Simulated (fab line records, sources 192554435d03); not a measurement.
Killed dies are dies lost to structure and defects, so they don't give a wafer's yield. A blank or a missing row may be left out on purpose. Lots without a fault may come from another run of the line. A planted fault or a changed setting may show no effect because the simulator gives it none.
Chamber matching | flow n5_finfet | N5_BEOL_M8_ETCH_72 on rie_diel-03: 4 sister chambers
The step etches underlayer in N2/H2, target depth 6.5 nm, time 5.2 s. 4 wafers are shown with their chamber, then 9 later ones without.

WAFERS WITH THEIR CHAMBER
wafer  | chamber | drypump_motor_current_A (A)
L080.4 | 3       | 5.5
L093.1 | 2       | 5.1
L093.2 | 0       | 5.7
L093.3 | 1       | 5.9

WAFERS WITHOUT THEIR CHAMBER
wafer  | drypump_motor_current_A (A)
L093.4 | 5.4
L093.5 | 5.4
L093.6 | 5.7
L087.1 | 5.1
L087.2 | 5.9
L087.3 | 5.6
L097.1 | 5.1
L097.3 | 5.4
L097.6 | 5.9

WHICH CHAMBER EACH WENT THROUGH
wafer  | from the rows above     | in truth
L093.4 | 3                       | 3
L093.5 | 3                       | 3
L093.6 | 0                       | 0
L087.1 | 2                       | 2
L087.2 | 1                       | 1
L087.3 | can't be placed: 3 or 0 | 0
L097.1 | 2                       | 2
L097.3 | 3                       | 3
L097.6 | 1                       | 1
Placed correctly: 8 of 9. Can't be placed from these rows: 1 (the true chamber is among the candidates in 1). Placed wrongly: 0.
How it was worked out, from the rows above alone: a wafer's distance from a chamber is the root of the sum, over the readings, of the square of ((its reading less the chamber's mean) divided by the reading's scatter). The wafer belongs to the nearest chamber; if the next one is less than 2 further off, it can't be placed. A chamber's mean is the mean of its shown wafers. The scatter: with one shown wafer a chamber, the root of the mean of the squares of how far each hidden wafer lies from its nearest shown one.
